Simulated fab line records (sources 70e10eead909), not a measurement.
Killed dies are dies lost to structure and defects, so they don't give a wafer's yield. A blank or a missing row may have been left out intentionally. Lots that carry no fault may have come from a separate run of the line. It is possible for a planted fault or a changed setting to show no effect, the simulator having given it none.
fab line records	flow nand-harc
record: lots: 24	wafers: 72	last-day: 32
route steps=1302 shown A_BLC@1126 A_M0@1152 A_M1@1186
lots with no fault: from the same line, run without faults
start-h: hours from the record's opening day to when the first of the lot's shown wafers began	wait-h: hours elapsed since this lot's preceding step	" same as the row above	L1.1+2: a row that stands for several wafers	- no value, or no start given	* or withheld: withheld	< > ~ a bound
route shown NAME@n: a module of which the file shows steps, and the number in the route of the first	usual: mean and standard deviation over wafers with no fault	same: alike in all rows	chamber/n: place in a boat	sites: the reading at each site	_std_site: standard deviation across them	_edge_site: inner sites' mean taken away from outer sites' mean	radius-mm: how far each site lies from the wafer's centre	mask NAME#n: copy n	behind: the most recent tool/chamber to have shaped the wafer	hold: reason for holding the lot/hours on hold/outcome of the hold	device: whichever transistor did not switch (one of n, p or np)	end of line: the tests these same wafers got at the end of their route	a step without rows: its recipe alone	killed: dies lost to structure and defects at the first sort, not the wafer's yield	map: the dies of a wafer, with x for killed, . for not killed, _ for no die there
set.NAME: the setting the step ran with; set.NAME@STEP: the setting that earlier step ran with	model.NAME: the simulator's own value behind a step, which no gauge read
route steps across a sampled set of lots; one table per step, one row per wafer
services: the hour from which a tool's chamber was out of use, counted from the record's first day as start-h (under 0 if before that day), plus the number of hours and why
== steps ==
step: NHARC_A_BLC_STRIP_21
recipe: o2-flow-sccm: 500	ar-flow-sccm: 0	bias-w: 0	chemistry: O2
usual: drypump-motor-current-A: 5.9/0.37	oes-product-au: 0.994/0.01	rf-vpp-V: 58.0/0.9	showerhead-plenum-p-Torr: 3.60/0.12	throttle-valve-pct: 17.038/0.0094
lot.wafer	tool	chamber	start-h	wait-h	drypump-motor-current-A	oes-product-au	rf-hours-counter-h	rf-vpp-V	showerhead-plenum-p-Torr	throttle-valve-pct
L074.2	rie-diel-12	3	497.74	0.1	5.9	0.993	3	57.5	3.68	17.039
L074.3	"	1	"	"	5.5	0.997	3	58.8	3.69	17.043
L074.6	"	3	"	"	5.9	0.995	-	58.4	3.68	17.051
L075.3	rie-diel-09	0	504.50	0.1	6.0	0.992	2	58.0	3.58	17.038
L075.5	"	1	"	"	6.2	0.985	-	57.4	3.68	17.044
L075.6	"	2	"	"	5.8	0.992	-	59.1	3.73	17.051
L076.4	rie-diel-08	2	519.96	0.1	6.1	0.991	57	56.7	3.33	17.052
L076.2	"	3	"	"	5.8	1.011	61	57.7	3.38	17.046
L076.5	"	3	"	"	5.8	1.015	-	57.7	3.38	17.040
L078.1	rie-diel-12	1	521.20	0.1	5.5	1.002	4	58.3	3.69	17.038
L078.4	"	2	"	"	5.8	1.008	4	58.0	3.72	17.027
L078.6	"	2	"	"	5.8	1.003	-	56.6	3.72	17.044
L077.3	rie-diel-08	3	549.07	0.1	5.8	1.010	10	57.1	3.38	17.033
L077.4	"	0	"	"	5.0	1.001	2	57.8	3.56	17.029
L077.5	"	2	"	"	6.1	0.997	-	57.4	3.33	17.039
L080.3	rie-diel-12	3	553.91	0.1	5.9	0.989	7	58.6	3.68	17.044
L080.1	"	1	"	"	5.6	0.983	7	57.3	3.69	17.037
L080.5	"	3	"	"	5.9	0.990	-	57.4	3.68	17.052
L079.2	rie-diel-12	1	554.26	0.1	5.5	0.998	7	57.6	3.69	17.026
L079.3	"	3	"	"	5.9	0.991	7	59.1	3.68	17.052
L079.6	"	1	"	"	5.5	1.000	-	58.3	3.69	17.047
L081.1	rie-diel-09	2	579.40	0.1	5.8	0.980	8	59.0	3.73	17.043
L081.4	"	3	"	"	6.8	1.001	8	57.2	3.49	17.045
L081.6	"	1	"	"	6.2	0.976	-	58.0	3.67	17.027
L082.3	rie-diel-09	0	585.25	0.1	6.1	0.998	9	59.5	3.58	17.033
L082.4	"	1	"	"	6.2	0.979	10	57.5	3.67	17.033
L082.2	"	2	"	"	5.7	0.970	8	58.7	3.73	17.051
L083.2	rie-diel-12	0	595.53	0.1	5.6	0.994	9	58.0	3.46	17.039
L083.1	"	1	"	"	5.5	0.989	10	58.3	3.69	17.027
L083.6	"	0	"	"	5.6	0.987	-	57.6	3.46	17.017
L084.4	rie-diel-08	2	600.07	0.1	6.1	0.987	24	57.0	3.32	17.038
L084.1	"	3	"	"	5.8	1.010	26	56.7	3.37	17.037
L084.2	"	0	"	"	5.0	0.986	18	58.3	3.56	17.052
L085.1	rie-diel-09	0	603.79	0.1	6.0	0.983	11	58.6	3.58	17.045
L085.3	"	1	"	"	6.2	0.981	12	57.1	3.67	17.032
L085.6	"	1	"	"	6.2	0.987	-	58.5	3.67	17.042
L086.3	rie-diel-09	2	620.34	0.1	5.7	0.980	11	59.5	3.73	17.021
L086.2	"	3	"	"	6.8	1.004	11	58.6	3.49	17.035
L086.6	"	2	"	"	5.7	0.977	-	57.6	3.73	17.037
L087.3	rie-diel-12	3	622.42	0.1	5.9	0.993	1	56.6	3.68	17.027
L087.2	"	0	"	"	5.6	0.997	1	57.2	3.46	17.038
L087.1	"	2	"	"	5.8	0.994	1	58.6	3.71	17.051
L088.2	rie-diel-12	0	628.04	0.1	5.5	0.994	1	57.0	3.46	17.019
L088.4	"	2	"	"	5.8	0.984	2	58.3	3.71	17.035
L088.5	"	3	"	"	5.9	0.978	-	57.6	3.68	17.036
L089.3	rie-diel-12	1	630.18	0.1	5.5	0.994	2	58.4	3.69	17.026
L089.4	"	3	"	"	5.9	0.991	2	56.9	3.68	17.036
L089.6	"	1	"	"	5.5	0.988	-	58.9	3.69	17.020
L090.3	rie-diel-09	0	637.25	0.1	6.1	0.988	14	57.9	3.58	17.027
L090.4	"	1	"	"	6.2	0.976	15	56.6	3.67	17.036
L090.6	"	0	"	"	6.1	0.988	-	58.7	3.58	17.042
L092.3	rie-diel-09	1	668.98	0.1	6.2	0.983	1	59.1	3.67	17.048
L092.6	"	1	"	"	6.2	0.994	-	57.7	3.67	17.047
L092.5	"	2	"	"	5.8	0.998	-	60.3	3.72	17.033
L091.1	rie-diel-09	0	671.28	0.1	6.1	1.006	1	57.8	3.58	17.029
L091.5	"	3	"	"	6.8	1.010	-	58.4	3.49	17.043
L091.6	"	0	"	"	6.1	1.011	-	59.5	3.58	17.026
L094.4	rie-diel-12	2	697.97	0.1	5.8	0.996	7	59.2	3.71	17.024
L094.6	"	3	"	"	5.9	1.012	-	57.5	3.68	17.043
L094.5	"	0	"	"	5.6	1.003	-	57.8	3.46	17.038
L093.4	rie-diel-12	3	699.37	0.1	5.9	0.989	7	57.6	3.68	17.030
L093.3	"	0	"	"	5.6	1.007	6	58.8	3.46	17.047
L093.2	"	1	"	"	5.5	0.992	6	58.3	3.69	17.018
L096.4	rie-diel-09	1	711.16	0.1	6.2	0.981	5	57.5	3.67	17.058
L096.2	"	2	"	"	5.8	0.983	5	57.3	3.72	17.056
L096.1	"	0	"	"	6.1	0.998	6	58.2	3.57	17.044
L095.4	rie-diel-09	0	715.98	0.1	6.0	1.015	7	58.9	3.57	17.037
L095.2	"	1	"	"	6.2	0.985	6	59.5	3.67	17.047
L095.5	"	3	"	"	6.8	1.001	-	57.8	3.49	17.033
L097.1	rie-diel-12	3	721.91	0.1	5.9	1.006	8	58.8	3.68	17.043
L097.3	"	0	"	"	5.6	1.005	7	56.8	3.46	17.032
L097.2	"	1	"	"	5.5	1.010	7	57.0	3.69	17.026
step: NHARC_A_BLC_ALD_23
recipe: target-thk-a: 30	pulse-time-s: 1	ald-cycles: 150	temp-c: 450	material: TiN
usual: heater-power-w: 1105/100	precursor-pulse-height-rel: 0.999/0.019
lot.wafer	tool	chamber	start-h	wait-h	heater-power-w	precursor-pulse-height-rel
L074.3	ald-metal-02	1	498.41	-	1085	1.031
L074.2	"	3	"	"	976	0.969
L074.6	"	1	"	"	1093	0.984
L075.3	ald-metal-03	0	505.14	-	1062	0.984
L075.5	"	0	"	"	1053	0.987
L075.6	"	1	"	"	1199	0.980
L076.4	ald-metal-03	3	520.63	-	939	1.006
L076.2	"	2	"	"	1220	0.985
L076.5	"	3	"	"	941	0.978
L078.4	ald-metal-01	3	521.88	-	966	1.007
L078.1	"	1	"	"	1183	0.989
L078.6	"	3	"	"	963	0.999
L077.4	ald-metal-02	2	549.95	-	1294	0.969
L077.3	"	3	"	"	986	1.003
L077.5	"	0	"	"	1106	1.001
L080.3	ald-metal-03	3	554.57	-	987	0.985
L080.1	"	0	"	"	1097	0.992
L080.5	"	3	"	"	997	1.003
L079.2	ald-metal-01	2	554.91	-	1062	1.001
L079.3	"	0	"	"	1256	1.015
L079.6	"	2	"	"	1026	1.033
L081.4	ald-metal-03	0	580.10	-	1088	0.974
L081.1	"	1	"	"	1136	0.968
L081.6	"	2	"	"	1210	1.017
L082.3	ald-metal-03	2	585.91	-	1195	1.010
L082.2	"	3	"	"	988	0.954
L082.4	"	1	"	"	1157	0.976
L083.2	ald-metal-02	2	596.23	-	1314	1.014
L083.1	"	3	"	"	974	1.022
L083.6	"	1	"	"	1077	1.012
L084.1	ald-metal-02	1	600.74	-	1081	1.015
L084.4	"	2	"	"	1338	0.982
L084.2	"	3	"	"	973	1.030
L085.3	ald-metal-01	1	604.46	-	1193	0.965
L085.1	"	2	"	"	1062	0.969
L085.6	"	1	"	"	1191	1.018
L086.2	ald-metal-02	2	621.03	-	1306	0.968
L086.3	"	3	"	"	982	1.021
L086.6	"	2	"	"	1320	1.032
L087.3	ald-metal-01	0	623.08	-	1247	0.973
L087.2	"	1	"	"	1191	0.977
L087.1	"	3	"	"	963	0.982
L088.2	ald-metal-02	0	628.69	-	1144	0.988
L088.4	"	3	"	"	957	1.006
L088.5	"	0	"	"	1173	0.995
L089.3	ald-metal-03	0	630.87	-	1134	0.996
L089.4	"	1	"	"	1145	1.014
L089.6	"	0	"	"	1118	1.003
L090.4	ald-metal-03	3	637.92	-	1002	0.994
L090.3	"	2	"	"	1158	0.983
L090.6	"	3	"	"	1010	0.975
L092.3	ald-metal-01	0	669.68	-	1260	1.019
L092.5	"	2	"	"	1059	0.992
L092.6	"	3	"	"	981	0.971
L091.1	ald-metal-02	1	671.99	-	1078	1.013
L091.6	"	2	"	"	1366	0.999
L091.5	"	3	"	"	967	1.054
L094.4	ald-metal-02	2	698.63	-	1312	1.027
L094.5	"	1	"	"	1088	1.000
L094.6	"	2	"	"	1345	0.992
L093.3	ald-metal-03	3	700.03	-	1017	1.041
L093.4	"	1	"	"	1188	0.992
L093.2	"	2	"	"	1202	1.029
L096.4	ald-metal-01	2	711.82	-	1047	0.952
L096.2	"	0	"	"	1261	1.020
L096.1	"	1	"	"	1130	1.006
L095.2	ald-metal-03	1	716.65	-	1151	1.013
L095.4	"	3	"	"	1004	0.983
L095.5	"	0	"	"	1098	1.008
L097.1	ald-metal-01	2	722.59	-	1057	1.032
L097.3	"	3	"	"	957	1.012
L097.2	"	1	"	"	1171	0.984
step: NHARC_A_M0_ETCH_15
recipe: target-depth-a: 1500	overetch-a: 150	time-s: 82.5	c4f8-flow-sccm: withheld	ar-flow-sccm: 400	rf-w: 600	bias-w: 300	chemistry: C4F8/Ar
usual: oes-product-au: 0.956/0.02	rf-vpp-V: 440.7/2.3
lot.wafer	tool	chamber	start-h	wait-h	oes-product-au	rf-hours-counter-h	rf-vpp-V
L074.2	rie-diel-03	2	-	-	0.965	2.8	441.4
L074.3	"	3	"	"	0.964	1.9	439.3
L074.6	"	1	"	"	0.963	-	444.1
L075.3	rie-diel-04	1	-	-	0.966	5.0	438.5
L075.5	"	0	"	"	0.958	-	442.8
L075.6	"	1	"	"	0.954	-	438.7
L076.4	rie-diel-04	1	-	-	0.971	0.7	437.7
L076.2	"	0	"	"	0.976	0.6	441.5
L076.5	"	2	"	"	0.967	-	437.4
L078.1	rie-diel-04	0	-	-	0.988	0.7	441.2
L078.4	"	1	"	"	0.954	0.9	439.6
L078.6	"	3	"	"	0.964	-	436.5
L077.3	rie-diel-03	2	-	-	0.927	7.6	442.0
L077.5	"	1	"	"	0.919	-	444.4
L077.4	"	2	"	"	0.917	-	441.9
L080.3	rie-diel-04	1	-	-	0.974	4.8	439.9
L080.1	"	0	"	"	0.978	4.1	442.1
L080.5	"	1	"	"	0.969	-	440.2
L079.2	rie-diel-04	2	-	-	0.966	5.1	438.0
L079.3	"	3	"	"	0.964	4.3	439.1
L079.6	"	0	"	"	0.979	-	440.1
L081.1	rie-diel-05	0	-	-	0.968	1.6	438.3
L081.4	"	3	"	"	0.981	1.3	441.9
L081.6	"	1	"	"	0.978	-	443.3
L082.3	rie-diel-05	2	-	-	0.971	1.2	442.2
L082.2	"	0	"	"	0.956	1.6	438.2
L082.4	"	1	"	"	0.979	1.4	442.9
L083.1	rie-diel-05	2	-	-	0.962	1.4	444.0
L083.2	"	1	"	"	0.969	1.6	442.1
L083.6	"	3	"	"	0.927	-	441.9
L084.1	rie-diel-05	3	-	-	0.970	1.5	441.8
L084.2	"	1	"	"	0.965	1.7	442.7
L084.4	"	2	"	"	0.972	1.4	443.2
L085.1	rie-diel-04	1	-	-	0.923	7.4	439.4
L085.3	"	2	"	"	0.916	7.2	437.4
L085.6	"	0	"	"	0.933	-	440.5
L086.2	rie-diel-04	3	-	-	0.960	7.5	438.6
L086.3	"	1	"	"	0.960	8.6	438.4
L086.6	"	3	"	"	0.967	-	440.2
L087.3	rie-diel-05	3	-	-	0.957	3.0	440.8
L087.1	"	1	"	"	0.983	2.6	442.7
L087.2	"	2	"	"	0.976	2.5	443.3
L088.4	rie-diel-05	3	-	-	0.981	3.3	441.0
L088.2	"	2	"	"	0.986	2.8	443.3
L088.5	"	3	"	"	0.977	-	443.0
L089.3	rie-diel-03	3	-	-	0.969	0.9	440.0
L089.4	"	1	"	"	0.985	1.2	444.6
L089.6	"	3	"	"	0.963	-	439.2
L090.3	rie-diel-03	0	-	-	0.943	2.0	445.3
L090.4	"	2	"	"	0.974	1.7	441.8
L090.6	"	0	"	"	0.944	-	442.9
L092.3	rie-diel-05	2	-	-	0.953	5.3	442.4
L092.6	"	0	"	"	0.929	-	437.6
L092.5	"	1	"	"	0.959	-	441.6
L091.1	rie-diel-04	0	-	-	0.970	10.0	440.8
L091.6	"	2	"	"	0.989	-	438.6
L091.5	"	3	"	"	0.965	-	436.9
L094.4	rie-diel-05	0	-	-	0.966	7.9	440.6
L094.5	"	2	"	"	0.964	-	441.8
L094.6	"	3	"	"	0.962	-	441.7
L093.3	rie-diel-03	1	-	-	0.945	5.1	442.8
L093.2	"	3	"	"	0.926	4.7	439.6
L093.4	"	0	"	"	0.905	5.1	442.8
L096.4	rie-diel-05	3	-	-	0.922	8.3	441.5
L096.2	"	1	"	"	0.926	6.9	442.2
L096.1	"	2	"	"	0.931	7.3	443.9
L095.2	rie-diel-04	0	-	-	0.927	1.4	441.2
L095.4	"	2	"	"	0.940	1.4	437.5
L095.5	"	0	"	"	0.919	-	440.6
L097.2	rie-diel-05	2	-	-	0.970	7.8	442.2
L097.1	"	0	"	"	0.970	9.3	438.1
L097.3	"	1	"	"	0.962	7.5	443.8
step: NHARC_A_M1_STRIP_18
recipe: power-w: 1000	n2-flow-sccm: 150	h2-flow-sccm: 150	ar-flow-sccm: 0	bias-w: 0	chemistry: N2/H2
usual: drypump-motor-current-A: 5.6/0.62	oes-product-au: 0.997/0.0096	rf-vpp-V: 90.5/0.94	showerhead-plenum-p-Torr: 2.02/0.099	throttle-valve-pct: 14.171/0.0097
lot.wafer	tool	chamber	start-h	wait-h	drypump-motor-current-A	oes-product-au	rf-hours-counter-h	rf-vpp-V	showerhead-plenum-p-Torr	throttle-valve-pct
L074.3	rie-diel-11	1	504.81	0.1	5.8	1.016	2	89.5	2.10	14.177
L074.2	"	0	"	"	5.4	0.997	3	91.6	2.17	14.171
L074.6	"	2	"	"	4.7	0.997	-	89.3	1.90	14.168
L075.3	rie-diel-11	0	511.85	0.1	5.4	0.998	3	92.2	2.17	14.164
L075.6	"	2	"	"	4.7	1.000	-	89.5	1.90	14.180
L075.5	"	3	"	"	4.7	0.987	-	90.8	1.90	14.184
L076.4	rie-diel-10	1	527.33	0.1	6.4	1.002	8	90.1	2.12	14.158
L076.2	"	2	"	"	5.3	1.012	8	88.8	1.94	14.179
L076.5	"	1	"	"	6.4	1.011	-	90.7	2.12	14.177
L078.1	rie-diel-10	3	528.52	0.1	6.2	0.981	9	89.6	2.05	14.172
L078.4	"	2	"	"	5.3	1.014	8	89.8	1.94	14.182
L078.6	"	3	"	"	6.2	0.994	-	91.0	2.05	14.173
L077.4	rie-diel-06	3	557.45	0.1	5.2	1.010	6	90.0	1.92	14.164
L077.3	"	0	"	"	5.5	1.016	6	89.0	1.97	14.156
L077.5	"	2	"	"	5.9	0.999	-	89.9	2.15	14.170
L080.1	rie-diel-11	2	561.09	0.1	4.7	0.995	4	90.5	1.90	14.181
L080.3	"	0	"	"	5.4	0.995	4	90.4	2.17	14.166
L080.5	"	2	"	"	4.7	1.005	-	89.9	1.90	14.165
L079.3	rie-diel-10	1	561.63	0.1	6.4	0.998	9	91.2	2.12	14.174
L079.2	"	3	"	"	6.2	0.979	10	90.9	2.05	14.173
L079.6	"	1	"	"	6.4	0.999	-	91.9	2.12	14.191
L081.1	rie-diel-06	1	586.78	0.1	5.8	0.993	8	89.9	2.04	14.184
L081.6	"	2	"	"	5.9	0.986	-	89.9	2.15	14.166
L081.4	"	3	"	"	5.2	1.011	-	88.9	1.92	14.175
L082.2	rie-diel-10	2	592.59	0.1	5.3	1.004	0	89.6	1.94	14.180
L082.3	"	0	"	"	6.6	0.995	0	89.9	2.00	14.167
L082.4	"	1	"	"	6.5	1.009	0	91.4	2.12	14.169
L083.2	rie-diel-11	2	602.76	0.1	4.7	1.000	0	90.5	1.90	14.182
L083.1	"	3	"	"	4.7	0.994	0	88.8	1.90	14.165
L083.6	"	1	"	"	5.8	1.003	-	90.7	2.10	14.163
L084.4	rie-diel-11	0	607.76	0.1	5.4	1.017	0	92.6	2.17	14.166
L084.1	"	1	"	"	5.8	0.992	0	91.8	2.10	14.182
L084.2	"	2	"	"	4.7	1.004	0	88.6	1.90	14.154
L085.1	rie-diel-06	3	611.20	0.1	5.2	0.999	9	90.1	1.92	14.174
L085.3	"	0	"	"	5.5	0.994	8	90.3	1.97	14.180
L085.6	"	1	"	"	5.8	0.982	-	89.9	2.04	14.164
L086.3	rie-diel-06	0	627.50	0.1	5.5	0.997	9	89.7	1.97	14.186
L086.2	"	3	"	"	5.2	1.006	10	88.1	1.92	14.164
L086.6	"	1	"	"	5.8	0.991	-	89.2	2.04	14.178
L087.1	rie-diel-11	3	629.60	0.1	4.7	0.983	1	89.5	1.90	14.169
L087.2	"	1	"	"	5.8	1.003	1	90.3	2.10	14.170
L087.3	"	2	"	"	4.7	0.999	1	90.2	1.90	14.175
L088.2	rie-diel-11	0	635.25	0.1	5.4	1.006	1	91.0	2.17	14.164
L088.4	"	3	"	"	4.7	0.991	1	89.5	1.90	14.177
L088.5	"	0	"	"	5.4	1.007	-	92.0	2.17	14.172
L089.4	rie-diel-11	2	637.65	0.1	4.7	1.005	1	90.9	1.90	14.180
L089.3	"	0	"	"	5.3	0.995	1	91.6	2.17	14.161
L089.6	"	3	"	"	4.7	0.982	-	90.4	1.90	14.179
L090.4	rie-diel-11	3	644.33	0.1	4.7	0.995	1	90.4	1.90	14.183
L090.3	"	2	"	"	4.7	0.995	1	90.9	1.90	14.176
L090.6	"	0	"	"	5.4	0.986	-	91.3	2.17	14.167
L092.3	rie-diel-10	1	676.26	0.1	6.4	0.999	6	91.1	2.12	14.174
L092.5	"	2	"	"	5.3	0.997	-	89.6	1.93	14.165
L092.6	"	3	"	"	6.2	0.986	-	91.8	2.05	14.164
L091.1	rie-diel-10	3	678.69	0.1	6.2	0.989	5	91.5	2.05	14.166
L091.6	"	2	"	"	5.3	0.995	-	90.4	1.93	14.162
L091.5	"	3	"	"	6.2	0.984	-	91.8	2.05	14.164
L094.4	rie-diel-10	2	705.22	0.1	5.3	1.001	7	90.5	1.93	14.170
L094.6	"	3	"	"	6.2	0.995	-	91.6	2.05	14.169
L094.5	"	0	"	"	6.6	0.990	-	91.1	2.00	14.170
L093.2	rie-diel-11	3	706.55	0.1	4.7	0.989	3	90.3	1.89	14.162
L093.4	"	0	"	"	5.4	0.990	3	90.8	2.17	14.173
L093.3	"	1	"	"	5.8	0.992	2	91.6	2.10	14.177
L096.1	rie-diel-10	3	719.15	0.1	6.2	0.989	9	91.4	2.05	14.176
L096.2	"	1	"	"	6.4	1.004	8	92.1	2.12	14.159
L096.4	"	2	"	"	5.3	0.989	8	89.2	1.93	14.192
L095.2	rie-diel-11	3	723.41	0.1	4.7	0.993	4	89.8	1.89	14.170
L095.4	"	0	"	"	5.4	1.003	3	91.3	2.17	14.155
L095.5	"	2	"	"	4.7	1.000	-	90.6	1.90	14.161
L097.1	rie-diel-06	1	729.38	0.1	5.8	0.989	5	92.0	2.03	14.180
L097.3	"	2	"	"	5.9	1.012	6	91.2	2.14	14.184
L097.2	"	3	"	"	5.2	1.014	6	90.5	1.92	14.163
step: NHARC_A_M1_DEGAS_29
recipe: temp-c: 250	time-s: 60
usual: heater-power-w: 320/35
lot.wafer	tool	chamber	start-h	wait-h	heater-power-w
L074.2	pvd-sputter-02	-	505.50	-	385
L074.3	"	-	"	"	303
L074.6	"	-	"	"	302
L075.3	pvd-sputter-03	-	512.45	-	340
L075.5	"	-	"	"	296
L075.6	"	-	"	"	340
L076.2	pvd-sputter-02	-	527.97	-	302
L076.4	"	-	"	"	368
L076.5	"	-	"	"	299
L078.4	pvd-sputter-03	-	529.16	-	302
L078.1	"	-	"	"	298
L078.6	"	-	"	"	293
L077.3	pvd-sputter-01	-	558.06	-	287
L077.4	"	-	"	"	296
L077.5	"	-	"	"	287
L080.3	pvd-sputter-02	-	561.75	-	381
L080.1	"	-	"	"	381
L080.5	"	-	"	"	290
L079.3	pvd-sputter-03	-	562.25	-	340
L079.2	"	-	"	"	298
L079.6	"	-	"	"	299
L081.4	pvd-sputter-03	-	587.43	-	304
L081.1	"	-	"	"	300
L081.6	"	-	"	"	299
L082.2	pvd-sputter-01	-	593.23	-	365
L082.3	"	-	"	"	261
L082.4	"	-	"	"	300
L083.2	pvd-sputter-02	-	603.36	-	305
L083.1	"	-	"	"	373
L083.6	"	-	"	"	289
L084.4	pvd-sputter-01	-	608.37	-	293
L084.1	"	-	"	"	279
L084.2	"	-	"	"	312
L085.1	pvd-sputter-02	-	611.80	-	384
L085.3	"	-	"	"	368
L085.6	"	-	"	"	382
L086.2	pvd-sputter-03	-	628.14	-	344
L086.3	"	-	"	"	304
L086.6	"	-	"	"	302
L087.2	pvd-sputter-02	-	630.26	-	311
L087.3	"	-	"	"	407
L087.1	"	-	"	"	356
L088.4	pvd-sputter-03	-	635.90	-	342
L088.2	"	-	"	"	301
L088.5	"	-	"	"	301
L089.4	pvd-sputter-02	-	638.30	-	311
L089.3	"	-	"	"	390
L089.6	"	-	"	"	316
L090.3	pvd-sputter-01	-	644.97	-	357
L090.4	"	-	"	"	269
L090.6	"	-	"	"	261
L092.3	pvd-sputter-03	-	676.84	-	307
L092.5	"	-	"	"	295
L092.6	"	-	"	"	298
L091.1	pvd-sputter-01	-	679.33	-	265
L091.5	"	-	"	"	365
L091.6	"	-	"	"	260
L094.4	pvd-sputter-02	-	705.79	-	367
L094.6	"	-	"	"	404
L094.5	"	-	"	"	368
L093.3	pvd-sputter-02	-	707.20	-	307
L093.4	"	-	"	"	397
L093.2	"	-	"	"	372
L096.2	pvd-sputter-03	-	719.78	-	308
L096.1	"	-	"	"	297
L096.4	"	-	"	"	350
L095.2	pvd-sputter-01	-	724.03	-	268
L095.4	"	-	"	"	307
L095.5	"	-	"	"	260
L097.2	pvd-sputter-03	-	730.00	-	308
L097.1	"	-	"	"	296
L097.3	"	-	"	"	305
step: NHARC_A_M1_PVD_20
recipe: target-thk-a: 50	bias-v: 168.6	power-w: 15000	chamber-pressure-pa: 0.12	time-s: 8.06	substrate-temp-c: 50	material: TaN
usual: cathode-dc-power-W: 15000/2.8	throttle-valve-pct: 30.4/0.96
lot.wafer	tool	chamber	start-h	wait-h	cathode-dc-power-W	throttle-valve-pct
L074.2	pvd-sputter-02	-	-	-	14996	29.1
L074.3	"	-	"	"	14997	29.8
L074.6	"	-	"	"	15000	30.7
L075.3	pvd-sputter-03	-	-	-	14995	29.2
L075.6	"	-	"	"	14999	29.4
L075.5	"	-	"	"	14997	31.0
L076.2	pvd-sputter-02	-	-	-	14999	29.5
L076.4	"	-	"	"	15004	29.8
L076.5	"	-	"	"	15002	29.3
L078.4	pvd-sputter-03	-	-	-	15001	29.2
L078.1	"	-	"	"	15000	30.9
L078.6	"	-	"	"	15005	29.0
L077.3	pvd-sputter-01	-	-	-	14998	31.1
L077.4	"	-	"	"	15001	32.6
L077.5	"	-	"	"	14998	30.4
L080.1	pvd-sputter-02	-	-	-	15002	29.1
L080.3	"	-	"	"	14999	29.5
L080.5	"	-	"	"	15000	30.9
L079.2	pvd-sputter-03	-	-	-	15005	29.0
L079.3	"	-	"	"	15000	30.9
L079.6	"	-	"	"	14999	29.2
L081.1	pvd-sputter-03	-	-	-	14998	29.0
L081.4	"	-	"	"	15001	30.9
L081.6	"	-	"	"	15002	30.8
L082.3	pvd-sputter-01	-	-	-	14998	29.8
L082.2	"	-	"	"	15002	30.1
L082.4	"	-	"	"	14997	32.8
L083.2	pvd-sputter-02	-	-	-	15000	29.5
L083.1	"	-	"	"	15002	29.6
L083.6	"	-	"	"	15001	29.7
L084.1	pvd-sputter-01	-	-	-	15004	30.3
L084.4	"	-	"	"	15002	33.0
L084.2	"	-	"	"	14996	29.5
L085.3	pvd-sputter-02	-	-	-	15000	29.8
L085.1	"	-	"	"	14994	29.3
L085.6	"	-	"	"	14996	29.7
L086.3	pvd-sputter-03	-	-	-	14999	30.9
L086.2	"	-	"	"	15002	31.6
L086.6	"	-	"	"	15001	31.1
L087.2	pvd-sputter-02	-	-	-	15001	30.0
L087.1	"	-	"	"	14996	29.7
L087.3	"	-	"	"	14998	30.0
L088.4	pvd-sputter-03	-	-	-	15000	31.4
L088.2	"	-	"	"	14998	31.1
L088.5	"	-	"	"	15001	31.6
L089.3	pvd-sputter-02	-	-	-	14997	29.9
L089.4	"	-	"	"	15000	31.1
L089.6	"	-	"	"	14995	30.0
L090.3	pvd-sputter-01	-	-	-	15002	29.8
L090.4	"	-	"	"	15001	30.2
L090.6	"	-	"	"	15000	30.4
L092.3	pvd-sputter-03	-	-	-	14997	29.2
L092.6	"	-	"	"	14999	31.1
L092.5	"	-	"	"	14997	31.4
L091.1	pvd-sputter-01	-	-	-	15001	30.8
L091.5	"	-	"	"	15002	33.3
L091.6	"	-	"	"	15003	29.8
L094.4	pvd-sputter-02	-	-	-	14998	29.6
L094.6	"	-	"	"	14999	30.8
L094.5	"	-	"	"	14997	30.1
L093.4	pvd-sputter-02	-	-	-	15002	29.7
L093.3	"	-	"	"	15005	30.8
L093.2	"	-	"	"	14997	29.9
L096.2	pvd-sputter-03	-	-	-	15001	31.6
L096.4	"	-	"	"	14997	31.4
L096.1	"	-	"	"	14997	28.3
L095.2	pvd-sputter-01	-	-	-	15000	30.6
L095.4	"	-	"	"	15001	29.8
L095.5	"	-	"	"	14998	30.9
L097.1	pvd-sputter-03	-	-	-	15000	30.0
L097.2	"	-	"	"	14999	31.4
L097.3	"	-	"	"	14995	31.3
== services ==
tool	chamber	start-h	hours	kind
rie-diel-12	2	489.00	7.9	repair
pvd-sputter-03	-	502.00	10.0	pm
pvd-sputter-01	-	502.33	0.5	repair
pvd-sputter-01	-	503.74	2.1	repair
rie-diel-09	2	521.95	9.6	repair
pvd-sputter-02	-	526.57	0.9	repair
rie-diel-05	0	526.73	8.2	repair
rie-diel-11	1	544.97	13.2	repair
pvd-sputter-01	-	558.46	10.0	pm
rie-diel-05	-	559.60	9.0	pm
rie-diel-11	3	570.24	9.9	repair
pvd-sputter-01	-	580.10	1.5	repair
rie-diel-11	-	585.50	9.0	pm
rie-diel-05	3	589.82	5.5	repair
rie-diel-12	-	598.40	9.0	pm
rie-diel-09	3	606.88	3.6	repair
pvd-sputter-02	-	614.00	10.0	pm
pvd-sputter-01	-	620.69	11.8	repair
rie-diel-09	2	637.68	11.5	repair
rie-diel-09	-	650.18	9.0	pm
rie-diel-11	2	669.27	8.2	repair
pvd-sputter-03	-	677.18	4.3	repair
pvd-sputter-01	-	691.81	1.9	repair
rie-diel-12	2	723.06	10.0	repair
== key ==
fault none
